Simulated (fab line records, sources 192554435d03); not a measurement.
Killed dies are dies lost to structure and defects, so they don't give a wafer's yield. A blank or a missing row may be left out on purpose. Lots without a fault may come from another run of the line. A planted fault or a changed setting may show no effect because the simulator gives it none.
A struck lot beside a sound one | flow n5_finfet | 15 steps out of a route of 1938
Sound: wafers L476.2, L476.3, L476.6. Struck: wafers L493.3, L493.5, L493.6. The cause comes at the end.
At each step with rows: each side's tool, then ch and its chambers, then its first start. Under that, the readings that differ: sound wafers | struck wafers | difference of the means | sigmas: that difference in standard deviations of wafers without a fault.
alike: readings whose means differ by less than 2 such deviations, and words and numbers that are the same on both sides. not compared: withheld readings, readings that some wafer has no value for, bounds like >300 that may hide the same value, and numbers for which the record gives no deviation and whose values overlap.
The two part at a step that has a row with sigmas, a row that says differs or no value, or rows on one side only. Numbers that don't overlap but have no deviation are shown without sigmas and don't part them. A reading that every wafer of one side lacks parts them only if that side has two wafers or more.

first, 1 step without rows for these wafers: N5_BEOL_M13_STRIP_70 (strips in C4F8/O2/Ar).
N5_BEOL_M13_OCD_MEAS_35:
  sound on ocd-01, day 11 18:22; struck on ocd-02, day 15 16:42
  alike: trench_depth_nm
then, 1 step without rows for these wafers: N5_BEOL_M13_STRIP_37 (strips in N2/H2).
N5_BEOL_M13_ETCH_38: etches SiCN in CF4/N2, target depth 67.5 nm, time 71.9 s.
  sound on rie_diel-04 ch 1,2,3, day 11 20:11; struck on rie_diel-03 ch 0,1, day 15 17:01
  alike: cf4_flow_sccm, drypump_motor_current_A, mfc_ar_sccm, oes_product_au, rf_vpp_V, showerhead_plenum_p_Torr, throttle_valve_pct
  not compared: rf_hours_counter_h
then, 2 steps without rows for these wafers: N5_BEOL_M13_PRECLEAN_39 (cleans in residue remover, time 60 s); N5_BEOL_M13_SRD_40 (time 30 s, dry time 30 s).
N5_BEOL_M13_DEGAS_41: time 60 s.
  sound on pvd_sputter-03, day 11 20:44; struck on pvd_sputter-02, day 15 17:32
  reading            | sound       | struck      | difference | sigmas
  heater_power_w (W) | 319 305 307 | 411 348 395 | +74        | +2
N5_BEOL_M13_PRE_CLEAN_42: time 30 s.
  sound on pvd_sputter-03, day 11 20:47; struck on pvd_sputter-02, day 15 17:35
  reading            | sound       | struck      | difference | sigmas
  heater_power_w (W) | 319 303 309 | 398 359 398 | +75        | +2
then, 1 step without rows for these wafers: N5_BEOL_M13_SPUTTER_43 (material TaN, target thk 15 nm, time 24.19 s).
N5_BEOL_M13_SPUTTER_44: material Ta, target thk 10 nm, time 16.13 s.
  sound on pvd_sputter-03, day 11 20:54; struck on pvd_sputter-02, day 15 17:42
  alike: throttle_valve_pct
N5_BEOL_M13_SPUTTER_45: material Cu, target thk 80 nm, time 13.33 s.
  sound on pvd_sputter-03, day 11 20:59; struck on pvd_sputter-02, day 15 17:47
  alike: throttle_valve_pct
then, 1 step without rows for these wafers: N5_BEOL_M13_ECD_47 (material Cu, target thk 936 nm).
N5_BEOL_M13_ANNEAL_48: time 90 s.
  sound on rtp_anneal-01 ch 0, day 11 21:18; struck on rtp_anneal-01, day 15 18:09
  no value came back on the struck wafers for anneal_temp_c (C), anneal_temp_c_max, time_s (s), wafer_temp_C_max; on the sound wafers anneal_temp_c (C) reads 224.96 225.06 224.85
then, 1 step without rows for these wafers: N5_BEOL_M13_CMP_49 (polishes, stops on SiOC, t overpolish 17.1 s, target thk 420 nm).
N5_PASSIVATION_PROBE_49:
  the record has rows for the struck wafers here (prober-02, day 16 21:26) and none for the sound ones

WHERE THEY PART
First at N5_BEOL_M13_DEGAS_41; last, within this record, at N5_PASSIVATION_PROBE_49.

WHY: what the simulator had put in
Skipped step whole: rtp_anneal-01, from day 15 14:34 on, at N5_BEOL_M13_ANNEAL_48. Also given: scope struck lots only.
